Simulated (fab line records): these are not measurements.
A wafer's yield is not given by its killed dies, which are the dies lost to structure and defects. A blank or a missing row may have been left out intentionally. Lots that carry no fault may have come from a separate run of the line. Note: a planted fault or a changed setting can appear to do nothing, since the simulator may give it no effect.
fab line records    flow nand-harc
record: lots: 7  wafers: 21  last-day: 32
route steps=1302 shown A_STAIRCASE@814
lots untouched by any fault: they come from a run of this same line in which no faults occurred
start-h: the number of hours between the record's first day and the start of the first shown wafer of the lot    wait-h: hours since the lot's step before    " unchanged from the row above    L1.1+2: several wafers, shown together as one row    - either no value or no given start    * or withheld: withheld    < > ~ a bound
route shown NAME@n: NAME is a module with steps in the file, n the number in the route of the first one    usual: mean/standard deviation taken from wafers without a fault    same: alike in all rows    chamber/n: place in a boat    sites: the reading at each site    _std_site: the standard deviation of these    _edge_site: mean of outer sites minus mean of inner sites    radius-mm: for every site, how far away it sits from the centre of the wafer    mask NAME#n: copy n    behind: the last tool/chamber to shape the wafer    hold: the reason the lot was held/the length of the hold in hours/how it ended    device: names the non-switching transistor (n, p or np)    end of line: the route-end tests of the same wafers    a step given without rows: its recipe and nothing more    killed: the dies lost at the first sort to structure and to defects; this is not the yield of the wafer    map: shows each die of a wafer: x if killed, . if not, _ if none is there
set.NAME: the run value of the setting; set.NAME@STEP: its run value at that earlier step    model.NAME: the simulator's own value behind a step, which no gauge read
certain route steps with their lots: each step a table, each wafer a row
services: the hour from which a tool's chamber was out of use, counted from the record's first day as start-h (under 0 if before that day), plus the number of hours and why
== steps ==
step: NHARC_A_STAIRCASE_STRIP_296
recipe: time-s: 900  temp-c: 130  chemistry: SPM
step: NHARC_A_STAIRCASE_PRECLEAN_297
recipe: time-s: *  temp-c: 50  bath-age-min: 0  chemistry: SC1
step: NHARC_A_STAIRCASE_SRD_298
step: NHARC_A_STAIRCASE_HM_DEP_462
recipe: target-thk-a: 8000  temp-c: 400  material: aC
usual: throttle-valve-pct: 34.999/0.0088
lot.wafer  tool        chamber  start-h  wait-h  throttle-valve-pct
L536.1     acl-dep-03  0        453.22   0.6     34.987
L536.5     "           0        454.44   1.8     35.008
L536.6     "           0        "        "       34.989
L538.3     acl-dep-02  0        477.45   0.7     34.991
L538.5     "           0        "        "       34.994
L538.6     "           0        "        "       34.996
L540.4     acl-dep-02  0        492.50   2.0     34.994
L540.5     "           0        "        "       34.992
L540.6     "           0        "        "       34.981
L541.3     acl-dep-02  0        496.29   1.5     34.990
L541.4     "           0        "        "       35.003
L541.5     "           0        "        "       34.995
L544.1     acl-dep-03  0        521.18   1.8     34.998
L544.5     "           0        522.41   3.1     34.997
L544.6     "           0        "        "       34.986
L546.1     acl-dep-02  0        557.00   3.8     35.008
L546.3     "           0        "        "       35.016
L546.6     "           0        "        "       35.000
L548.1     acl-dep-03  0        586.36   1.4     34.989
L548.3     "           0        "        "       35.006
L548.5     "           0        "        "       35.014
step: NHARC_A_STAIRCASE_DEP_301
recipe: target-thk-a: 300  target-thk-nm: 30  temp-c: 400  pressure-torr: 3.5  flow-sccm: 200  rf-w: 350  material: SiON
usual: heater-power-w: 742/75
lot.wafer  tool      chamber  start-h  wait-h  heater-power-w
L536.1     pecvd-03  2        455.13   1.6     830
L536.6     "         0        "        "       765
L536.5     "         2        "        "       828
L538.3     pecvd-02  2        478.75   1.0     560
L538.5     "         1        "        "       741
L538.6     "         2        "        "       580
L540.4     pecvd-01  0        493.53   0.7     698
L540.6     "         1        "        "       726
L540.5     "         2        "        "       772
L541.3     pecvd-03  0        497.56   1.0     721
L541.5     "         1        "        "       799
L541.4     "         2        "        "       813
L544.1     pecvd-01  0        523.07   1.6     716
L544.5     "         2        "        "       711
L544.6     "         1        "        "       665
L546.3     pecvd-02  0        558.91   1.0     716
L546.1     "         1        "        "       741
L546.6     "         2        "        "       613
L548.1     pecvd-02  0        588.23   1.6     683
L548.3     "         1        "        "       683
L548.5     "         2        "        "       551
step: NHARC_A_STAIRCASE_DEHYDRATE_302
recipe: temp-c: 150  time-s: 120
step: NHARC_A_STAIRCASE_HMDS_303
recipe: time-s: 30
step: NHARC_A_STAIRCASE_COAT_304
recipe: spin-rpm: 1200
step: NHARC_A_STAIRCASE_SOFTBAKE_305
recipe: temp-c: 135  time-s: 170
step: NHARC_A_STAIRCASE_EBR_306
step: NHARC_A_STAIRCASE_EXPOSE_307
recipe: na: 0.5  dose-mj: 45.72  mask-id: CHOP_50
step: NHARC_A_STAIRCASE_PEB_308
recipe: peb-temp-c: 115  peb-time-s: 130
usual: chill-plate-temp-C: 23.01/0.11  exhaust-pa: 44.8/0.89  plate-temp-C: 115.02/0.13
lot.wafer  tool            chamber  start-h  wait-h  chill-plate-temp-C  exhaust-pa  plate-temp-C
L536.1     litho-track-05  0        455.74   0.1     23.16               44.3        114.89
L536.5     "               0        "        "       23.21               44.6        114.79
L536.6     "               0        "        "       23.08               43.3        115.05
L538.3     litho-track-03  0        479.39   0.1     23.19               44.3        114.93
L538.5     "               0        "        "       23.15               45.7        114.89
L538.6     "               0        "        "       23.21               45.6        115.14
L540.4     litho-track-07  -        493.99   0.0     -                   -           -
L540.5     "               -        "        "       -                   -           -
L540.6     "               -        "        "       -                   -           -
L541.3     litho-track-03  -        498.23   0.1     -                   -           -
L541.4     "               -        "        "       -                   -           -
L541.5     "               -        "        "       -                   -           -
L544.1     litho-track-07  -        523.59   0.1     -                   -           -
L544.5     "               -        "        "       -                   -           -
L544.6     "               -        "        "       -                   -           -
L546.1     litho-track-07  0        559.57   0.1     22.91               46.7        114.91
L546.3     "               0        "        "       23.01               46.0        114.87
L546.6     "               0        "        "       22.86               44.7        115.24
L548.1     litho-track-07  0        588.90   0.1     22.88               45.8        115.01
L548.3     "               0        "        "       22.78               43.8        115.19
L548.5     "               0        "        "       22.87               45.0        115.18
step: NHARC_A_STAIRCASE_DEVELOP_309
recipe: time-s: 140
== services ==
tool            chamber  start-h  hours  kind
pecvd-03        -        430.47   0.7    repair
litho-track-03  -        450.00   7.0    pm
litho-track-05  -        474.00   7.0    pm
acl-dep-03      -        484.45   13.0   pm
pecvd-03        -        547.24   13.0   pm
pecvd-03        0        547.24   13.0   vent-cycle
pecvd-03        1        547.24   13.0   vent-cycle
pecvd-03        2        547.24   13.0   vent-cycle
pecvd-01        -        551.67   13.0   pm
pecvd-01        0        551.67   13.0   vent-cycle
pecvd-01        1        551.67   13.0   vent-cycle
pecvd-01        2        551.67   13.0   vent-cycle
pecvd-03        0        560.24   -      clean
pecvd-03        1        560.24   -      clean
pecvd-03        2        560.24   -      clean
pecvd-01        0        564.67   -      clean
pecvd-01        1        564.67   -      clean
pecvd-01        2        564.67   -      clean
== key ==
first-sign: step: NHARC_A_STAIRCASE_PEB_308  reading: tool-record  direction: missing
effect none on later readings
met-at NHARC_A_STAIRCASE_PEB_308
struck-wafers L540.4,L540.5,L540.6,L541.3,L541.4,L541.5,L544.1,L544.5,L544.6
later-rows-left-out L540.4,L540.5,L540.6,L541.3,L541.4,L541.5,L544.1,L544.5,L544.6
sort-left-out L540.4,L540.5,L540.6,L541.3,L541.4,L541.5,L544.1,L544.5,L544.6
tester-left-out L540,L541,L544
onset-between 479.39 493.99
fault: kind: skipped-step-whole  tool: litho-track-03,litho-track-07  chamber: -  onset-h: 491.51  steps: NHARC_A_STAIRCASE_PEB_308  scope: struck-lots-only
tester-left-out: of these lots the tester's yield and bins aren't shown, on N5 and GAA mostly nor the transistor test; their killed dies are dies lost to structure and defects alone, not to doping, threshold or leakage, so they don't give the yield
sort-left-out: the simulated sort isn't trusted on such a fault, so these wafers' sort isn't shown, and their yield isn't known
later-rows-left-out: the simulator's readings of these wafers behind a module that went badly wrong aren't trusted and aren't shown, but for the sort
